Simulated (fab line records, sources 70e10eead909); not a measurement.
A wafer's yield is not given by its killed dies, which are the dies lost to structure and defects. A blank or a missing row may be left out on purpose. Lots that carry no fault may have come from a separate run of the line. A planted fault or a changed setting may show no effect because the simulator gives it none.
2 desks looking at one fault    flow nand harc    numbers are kept per desk, each desk with only its own; the story behind them comes last

THE METROLOGY DESK
Means of the sampled wafers that have a number, per lot and without regard to the tool the lot ran on: this is what the gauges read. If a lot's mean is further than 4 standard deviations from the usual mean, the lot is out of limits and carries the mark OUT (the distance appears in the brackets).
Columns: A = cd nm at NHARC_A_SLIT_CD_MEAS_09, usual 299.9 nm; B = cd nm at NHARC_A_SLIT_CD_MEAS_21, usual 289.6 nm
lot   first seen here  A      B
L787  day 14 17:29     300.5  289.3
L786  day 14 18:14     300.4  290.1
L785  day 14 19:10     299.9  290.0
L788  day 15 08:35     300.1  290.7
L789  day 15 09:37     299.3  289.8
L791  day 16 04:32     300.4  289.1
L794  day 16 18:52     299.6  289.3
L793  day 16 19:44     299.5  288.8
L795  day 17 07:53     299.6  290.2
L796  day 17 17:49     299.7  290.6
L802  day 18 05:07     299.7  289.4
L803  day 19 09:02     299.9  289.6
L807  day 19 23:02     300.4  290.3
L806  day 20 06:48     300.3  289.0
This desk found nothing out of limits on any of the 14 lots.

TOOL OWNER'S DESK, rie metal-03
The tool's own readings at NHARC_A_WL_FILL_ETCHBACK_05 (etches the open film in Cl2/BCl3, target depth 22 nm, time 60 s): means of the sampled wafers that have a number, for each lot that ran on this tool. If a lot's mean is further than 4 standard deviations from the usual mean, the lot is out of limits and carries the mark OUT (the distance appears in the brackets).
Columns: A = drypump motor current A at NHARC_A_WL_FILL_ETCHBACK_05, usual 6.0 A; B = oes product au at NHARC_A_WL_FILL_ETCHBACK_05, usual 0.998 a.u.; C = run length s at NHARC_A_WL_FILL_ETCHBACK_05, usual 81.5 s; D = temp c at NHARC_A_WL_FILL_ETCHBACK_05, usual 40.01 C
lot   first seen here  A    B      C     D
L786  day 15 21:05     5.9  1.011  82.1  40.13
L791  day 17 00:33     5.9  1.005  81.9  39.95
L794  day 17 17:31     6.0  1.004  81.8  40.00
L793  day 17 20:43     6.0  1.012  81.5  39.89
L795  day 18 04:04     6.1  1.003  83.4  39.95
L796  day 18 17:19     6.0  1.005  83.4  39.99
This desk found nothing out of limits on any of the 6 lots.

TAKEN TOGETHER
The metrology desk saw nothing out of limits.
The tool owner's desk saw nothing out of limits.

WHAT THE SIMULATOR PUT IN
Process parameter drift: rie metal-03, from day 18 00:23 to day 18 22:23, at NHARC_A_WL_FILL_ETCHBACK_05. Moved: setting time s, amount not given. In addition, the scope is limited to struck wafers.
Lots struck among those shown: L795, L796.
